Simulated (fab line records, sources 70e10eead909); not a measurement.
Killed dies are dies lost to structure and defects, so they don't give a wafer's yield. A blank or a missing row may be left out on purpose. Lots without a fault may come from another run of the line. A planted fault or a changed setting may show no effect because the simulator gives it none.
Chamber matching | flow nand_harc | NHARC_A_WL_FILL_STRIP_29 on rie_diel-05: 4 sister chambers
The step strips in O2, time 20 s. 8 wafers are shown with their chamber, then 8 later ones without.

WAFERS WITH THEIR CHAMBER
wafer  | chamber | rf_vpp_V (V) | throttle_valve_pct (%)
L079.1 | 2       | 57.4         | 17.009
L079.4 | 3       | 56.5         | 17.028
L082.6 | 1       | 56.5         | 17.034
L087.3 | 2       | 57.0         | 17.027
L089.3 | 0       | 56.0         | 17.026
L089.5 | 0       | 58.8         | 17.042
L089.6 | 1       | 58.5         | 17.017
L092.2 | 3       | 56.6         | 17.047

WAFERS WITHOUT THEIR CHAMBER
wafer  | rf_vpp_V (V) | throttle_valve_pct (%)
L092.4 | 56.7         | 17.035
L092.5 | 58.0         | 17.023
L095.4 | 57.4         | 17.039
L095.5 | 57.3         | 17.038
L095.6 | 57.3         | 17.034
L094.1 | 57.9         | 17.041
L094.3 | 57.0         | 17.035
L094.5 | 57.5         | 17.049

WHICH CHAMBER EACH WENT THROUGH
wafer  | from the rows above               | in truth
L092.4 | can't be placed: 3 or 0 or 1 or 2 | 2
L092.5 | can't be placed: 1 or 2 or 0 or 3 | 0
L095.4 | can't be placed: 0 or 3 or 1 or 2 | 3
L095.5 | can't be placed: 0 or 3 or 1 or 2 | 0
L095.6 | can't be placed: 0 or 3 or 1 or 2 | 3
L094.1 | can't be placed: 0 or 3 or 1 or 2 | 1
L094.3 | can't be placed: 0 or 3 or 1 or 2 | 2
L094.5 | can't be placed: 3 or 0 or 1 or 2 | 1
Placed correctly: 0 of 8. Can't be placed from these rows: 8 (the true chamber is among the candidates in 8). Placed wrongly: 0.
How it was worked out, from the rows above alone: a wafer's distance from a chamber is the root of the sum, over the readings, of the square of ((its reading less the chamber's mean) divided by the reading's scatter). The wafer belongs to the nearest chamber; if the next one is less than 2 further off, it can't be placed. A chamber's mean is the mean of its shown wafers. The scatter: the root of (the sum of the squares of (reading less its chamber's mean) over the shown wafers, divided by (wafers less chambers)).
